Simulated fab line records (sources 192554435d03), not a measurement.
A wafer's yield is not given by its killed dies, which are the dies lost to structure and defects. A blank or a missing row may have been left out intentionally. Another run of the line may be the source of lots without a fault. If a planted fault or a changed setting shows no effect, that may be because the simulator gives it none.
Chamber matching | flow n5-finfet | N5_FIN_SAQP_ETCH_65 on rie-si-03 has 4 sister chambers
The step etches SiO2 in CF4, target depth 4 nm, time 4.4 s. 8 wafers are shown with their chamber, then 11 later ones without.

== WAFERS WITH THEIR CHAMBER ==
wafer  | chamber | drypump-motor-current-A (A) | throttle-valve-pct (%)
L081.5 | 0       | 5.7                         | 21.66
L083.1 | 3       | 5.6                         | 21.87
L083.2 | 2       | 6.2                         | 21.74
L083.5 | 1       | 5.8                         | 21.81
L091.1 | 3       | 5.7                         | 21.86
L091.4 | 0       | 5.7                         | 21.68
L091.5 | 2       | 6.2                         | 21.73
L095.1 | 1       | 5.8                         | 21.82

== WAFERS WITH NO CHAMBER GIVEN ==
wafer  | drypump-motor-current-A (A) | throttle-valve-pct (%)
L095.2 | 5.6                         | 21.88
L095.3 | 6.2                         | 21.73
L095.4 | 5.7                         | 21.68
L095.5 | 5.8                         | 21.81
L095.6 | 5.8                         | 21.67
L096.1 | 6.2                         | 21.73
L096.2 | 5.7                         | 21.66
L096.6 | 5.7                         | 21.69
L097.1 | 6.2                         | 21.72
L097.3 | 5.7                         | 21.68
L097.5 | 5.7                         | 21.68

== EACH ONE'S CHAMBER ==
wafer  | from the rows above | in truth
L095.2 | 3                   | 3
L095.3 | 2                   | 2
L095.4 | 0                   | 0
L095.5 | 1                   | 1
L095.6 | 0                   | 0
L096.1 | 2                   | 2
L096.2 | 0                   | 0
L096.6 | 0                   | 0
L097.1 | 2                   | 2
L097.3 | 0                   | 0
L097.5 | 0                   | 0
Correct placement for 11 of the 11. Not placeable from these rows: 0. 0 placed wrongly.
How it was worked out, from the rows above alone: a wafer's distance from a chamber is the root of the sum, over the readings, of the square of ((its reading less the chamber's mean) divided by the reading's scatter). If the next closest chamber is less than 2 further off than the closest, the wafer can't be placed; otherwise it belongs to the closest. For every chamber, the mean is computed from those of its wafers that are shown. The scatter: take each reading less its chamber's mean, square it, sum over the shown wafers, divide by the number of wafers less the number of chambers, and take the root.
